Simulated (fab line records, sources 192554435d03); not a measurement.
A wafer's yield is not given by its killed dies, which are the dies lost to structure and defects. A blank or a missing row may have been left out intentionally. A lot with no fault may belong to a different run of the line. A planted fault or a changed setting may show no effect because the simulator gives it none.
Matching of chambers | flow n5Finfet | 4 sister chambers for N5_BEOL_M13_ETCH_59 on rieDiel-03
The step etches BARC in N2/H2, target depth 89 nm, overetch 26.7 nm, time 67.9 s. 20 wafers are shown with their chamber, then 10 later ones without.

== WAFERS, EACH WITH ITS CHAMBER ==
wafer  | chamber | drypumpMotorCurrentA (A) | showerheadPlenumPTorr (Torr) | throttleValvePct (%)
L074.2 | 2       | 6.6                      | 2.49                         | 17.58
L074.3 | 3       | 5.4                      | 2.62                         | 18.14
L074.6 | 3       | 5.4                      | 2.62                         | 18.14
L075.1 | 2       | 6.6                      | 2.49                         | 17.56
L075.3 | 3       | 5.4                      | 2.62                         | 18.14
L075.5 | 3       | 5.4                      | 2.62                         | 18.13
L079.1 | 0       | 6.5                      | 2.61                         | 17.65
L079.2 | 3       | 5.5                      | 2.62                         | 18.15
L079.5 | 3       | 5.4                      | 2.62                         | 18.15
L089.1 | 0       | 6.5                      | 2.60                         | 17.70
L089.2 | 2       | 6.6                      | 2.48                         | 17.63
L089.3 | 1       | 5.7                      | 2.58                         | 17.78
L089.4 | 3       | 5.4                      | 2.61                         | 17.79
L089.5 | 3       | 5.5                      | 2.61                         | 17.78
L089.6 | 0       | 6.5                      | 2.60                         | 17.70
L092.1 | 2       | 6.6                      | 2.48                         | 17.65
L092.2 | 3       | 5.4                      | 2.61                         | 17.78
L092.3 | 0       | 6.5                      | 2.60                         | 17.69
L095.1 | 0       | 6.5                      | 2.60                         | 17.69
L095.3 | 3       | 5.4                      | 2.61                         | 17.78

SIGNATURES, as means of the wafers listed above
reading               | chamber 0 | chamber 1 | chamber 2 | chamber 3 | scatter within a chamber
drypumpMotorCurrentA  | 6.500     | 5.700     | 6.600     | 5.420     | 0.0316
showerheadPlenumPTorr | 2.6020    | 2.5800    | 2.4850    | 2.6160    | 0.00512
throttleValvePct      | 17.6860   | 17.7800   | 17.6050   | 17.9980   | 0.141
Rule: for each reading, subtract the chamber's mean from the wafer's reading, divide by that reading's scatter and square the result; add these up over the readings and take the root, which gives the wafer's distance from the chamber. If the next closest chamber is less than 2 further off than the closest, the wafer can't be placed; otherwise it belongs to the closest. The scatter: the root of (the sum of the squares of (reading less its chamber's mean) over the shown wafers, divided by (wafers less chambers)).

== WAFERS WITH NO CHAMBER GIVEN ==
wafer  | drypumpMotorCurrentA (A) | showerheadPlenumPTorr (Torr) | throttleValvePct (%)
L095.6 | 6.6                      | 2.48                         | 17.64
L094.3 | 6.6                      | 2.47                         | 17.64
L094.5 | 5.7                      | 2.58                         | 17.77
L094.6 | 6.6                      | 2.60                         | 17.72
L097.1 | 6.5                      | 2.59                         | 17.71
L097.2 | 6.6                      | 2.47                         | 17.64
L097.3 | 5.4                      | 2.60                         | 17.80
L097.4 | 5.7                      | 2.58                         | 17.77
L097.5 | 6.6                      | 2.48                         | 17.64
L097.6 | 5.7                      | 2.57                         | 17.78

== CHAMBER TAKEN BY EACH ==
wafer  | from the rows above | in truth
L095.6 | 2                   | 2
L094.3 | 2                   | 2
L094.5 | 1                   | 1
L094.6 | 0                   | 0
L097.1 | 0                   | 0
L097.2 | 2                   | 2
L097.3 | 3                   | 3
L097.4 | 1                   | 1
L097.5 | 2                   | 2
L097.6 | 1                   | 1
Correctly placed: 10 of 10. Left unplaced by these rows: 0. Wrongly placed: 0.
